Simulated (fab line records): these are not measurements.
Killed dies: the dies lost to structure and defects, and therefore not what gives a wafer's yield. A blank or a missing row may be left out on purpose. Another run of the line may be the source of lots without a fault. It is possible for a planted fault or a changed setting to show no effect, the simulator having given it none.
A struck lot beside a sound one || flow n5Finfet || 24 steps out of a route of 1938
Sound: the wafers L421.1, L421.4, L421.6. Wafers L440.2, L440.4, L440.6 were the ones struck. The cause is given at the end.
Each step with rows lists, per side, the tool, then ch with its chambers, then its first start. Under that, the readings that differ: sound wafers || struck wafers || difference of the means || sigmas: that difference in standard deviations of wafers without a fault.
alike: readings with means less than 2 such deviations apart, plus words and numbers identical on both sides. not compared: withheld readings, readings lacking a value on some wafer, bounds such as >300 that could conceal the same value, and numbers that have no deviation in the record and whose values overlap.
The two part at a step that has a row with sigmas, a row that says differs or no value, or rows on one side only. Non-overlapping numbers with no deviation appear without sigmas and do not part them. A reading that every wafer of one side lacks parts them only if that side has two wafers or more.

first, 9 steps without rows for these wafers: N5_BEOL_M1_PEB_09 (peb time 60 s); N5_BEOL_M1_DEVELOP_10 (develop time 30 s); N5_BEOL_M1_DESCUM_16 (chemistry O2, time 7 s); N5_BEOL_M1_ETCH_74 (etches underlayer in N2/H2, target depth 6.5 nm, time 5.2 s); N5_BEOL_M1_ETCH_63 (etches SiARC in CF4, target depth 15.6 nm, time 26 s); N5_BEOL_M1_ETCH_64 (etches SOC in N2/H2, target depth 75 nm, overetch 15 nm, time 112.5 s); N5_BEOL_M1_STRIP_65 (strips in N2/H2); N5_BEOL_M1_STRIP_75 (strips in N2/H2); N5_BEOL_M1_STRIP_66 (strips in CF4).
N5_BEOL_M1_HM_OPEN_17: chemistry Cl2/BCl3, target TiN, target depth 20 nm, overetch 6 nm.
  sound on rieMetal-03 ch 0,1, day 6 14:45; struck on rieMetal-03 ch 0,1, day 11 09:50
  alike: drypumpMotorCurrentA, oesProductAu, throttleValvePct
  not compared: rfHoursCounterH
then, 10 steps without rows for these wafers: N5_BEOL_M1_STRIP_19 (strips in O2); N5_BEOL_M1_COAT_67 (time 60 s, resist thk 60 nm); N5_BEOL_M1_COAT_68 (time 60 s, resist thk 12 nm); N5_BEOL_M1_COAT_76 (time 60 s, resist thk 5 nm); N5_BEOL_M1_COAT_22 (resist thk 30 nm); N5_BEOL_M1_EBR_24; N5_BEOL_M1_SOFTBAKE_23 (time 60 s); N5_BEOL_M1_EXPOSE_25 (exposes mask V0, defocus 5 nm, target cd 24 nm); N5_BEOL_M1_PEB_26 (peb time 60 s); N5_BEOL_M1_DEVELOP_27 (develop time 30 s).
N5_BEOL_M1_INSPECT_30: inspects for defects (brightfield).
  sound on defectInspect-02 at day 6 15:20; struck on defectInspect-01 at day 11 10:32
{"reading": "rawDefectCount", "sound": "455 414 487", "struck": "954 1112 1076", "difference": "+595", "sigmas": "+4"}
then, 1 step without rows for these wafers: N5_BEOL_M1_DESCUM_33 (chemistry O2, time 7 s).
-- a jump in the record: the struck wafers' starts before and after are 2 days apart (it breaks off in module BEOL_M1 and resumes in module BEOL_M4, where the first step shown is number 1111 of the route) --
N5_BEOL_M4_RC_MEAS_101:
  sound on prober-02 ch 0, day 9 08:13; struck on prober-02 ch 0, day 13 21:27
{"reading": "ION_P (uA/um)", "sound": "464 458 457", "struck": "444 448 431", "difference": -19, "sigmas": -2}
{"reading": "VT_P (mV)", "sound": "-248 -251 -252", "struck": "-254 -259 -261", "difference": -8, "sigmas": -2}
  alike: DIBL_N, DIBL_P, IOFF_N, IOFF_P, ION_N, SS_N, SS_P, VT_N
-- record jumps: 4 days separate the struck wafers' starts on either side; left off in module BEOL_M4, taken up again in module PASSIVATION, whose first shown step is the route's number 1936 --
N5_PASSIVATION_PROBE_49:
  sound on prober-02 at day 14 06:10; struck on prober-02 at day 18 03:55
{"reading": "defectLimitedYield (%)", "sound": "93.6 90.6 90.9", "struck": "84.3 83.6 83.1", "difference": -8.0, "sigmas": -6}
{"reading": "killed_at_M0_to_M3", "sound": "30 27 42", "struck": "152 147 139", "difference": "+113", "sigmas": "+12"}
{"reading": "killedDies", "sound": "75 111 107", "struck": "185 194 200", "difference": "+95", "sigmas": "+6"}
{"reading": "killedOnRim", "sound": "11 12 12", "struck": "24 18 23", "difference": "+10", "sigmas": "+3"}
{"reading": "sort_bin_5_function (%)", "sound": "3.7 5.8 6.0", "struck": "9.7 9.6 8.8", "difference": "+4.2", "sigmas": "+5"}
{"reading": "sort_bin_8_speed (%)", "sound": "0 0 0", "struck": "0 0 16.7", "difference": "+6", "sigmas": "+3"}
{"reading": "sortNPass", "sound": "1105 1069 1073", "struck": "995 986 783", "difference": -161, "sigmas": -6}
{"reading": "sortYieldPct (%)", "sound": "93.6 90.6 90.9", "struck": "84.3 83.6 66.4", "difference": -13.6, "sigmas": -5}
  alike: killed_at_M4_up, killedAtContacts, killedAtFrontEnd, killedAtOther, killedOpen, killedShort, sort_bin_4_leakage, sort_bin_6_memory

WHERE THEY PART
Last at N5_PASSIVATION_PROBE_49 as far as this record goes, first at N5_BEOL_M1_INSPECT_30.

WHY: the cause the simulator had injected
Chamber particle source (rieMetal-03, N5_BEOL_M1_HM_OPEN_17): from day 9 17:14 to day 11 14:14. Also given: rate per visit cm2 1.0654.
